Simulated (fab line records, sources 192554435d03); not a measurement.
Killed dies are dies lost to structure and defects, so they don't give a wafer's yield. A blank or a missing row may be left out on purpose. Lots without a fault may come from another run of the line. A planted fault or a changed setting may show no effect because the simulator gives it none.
Chamber matching | flow n5_finfet | N5_BEOL_M5_CURE_80 on uv_cure-02: 3 sister chambers
The step cures SiCOH lowk, time 120 s. 3 wafers are shown with their chamber, then 10 later ones without.

WAFERS WITH THEIR CHAMBER
wafer  | chamber | wafer_temp_C_max
L075.4 | 2       | 371.4
L087.5 | 1       | 371.5
L093.3 | 0       | 371.6

WAFERS WITHOUT THEIR CHAMBER
wafer  | wafer_temp_C_max
L093.5 | 371.2
L091.1 | 372.3
L091.4 | 372.0
L091.6 | 372.2
L096.1 | 372.2
L096.2 | 373.0
L096.3 | 371.8
L094.1 | 371.4
L094.4 | 372.0
L094.5 | 371.6

WHICH CHAMBER EACH WENT THROUGH
wafer  | from the rows above          | in truth
L093.5 | can't be placed: 2 or 1 or 0 | 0
L091.1 | can't be placed: 0 or 1 or 2 | 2
L091.4 | can't be placed: 0 or 1 or 2 | 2
L091.6 | can't be placed: 0 or 1 or 2 | 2
L096.1 | can't be placed: 0 or 1 or 2 | 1
L096.2 | can't be placed: 0 or 1 or 2 | 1
L096.3 | can't be placed: 0 or 1 or 2 | 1
L094.1 | can't be placed: 2 or 1 or 0 | 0
L094.4 | can't be placed: 0 or 1 or 2 | 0
L094.5 | can't be placed: 0 or 1 or 2 | 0
Placed correctly: 0 of 10. Can't be placed from these rows: 10 (the true chamber is among the candidates in 10). Placed wrongly: 0.
How it was worked out, from the rows above alone: a wafer's distance from a chamber is the root of the sum, over the readings, of the square of ((its reading less the chamber's mean) divided by the reading's scatter). The wafer belongs to the nearest chamber; if the next one is less than 2 further off, it can't be placed. A chamber's mean is the mean of its shown wafers. The scatter: with one shown wafer a chamber, the root of the mean of the squares of how far each hidden wafer lies from its nearest shown one.
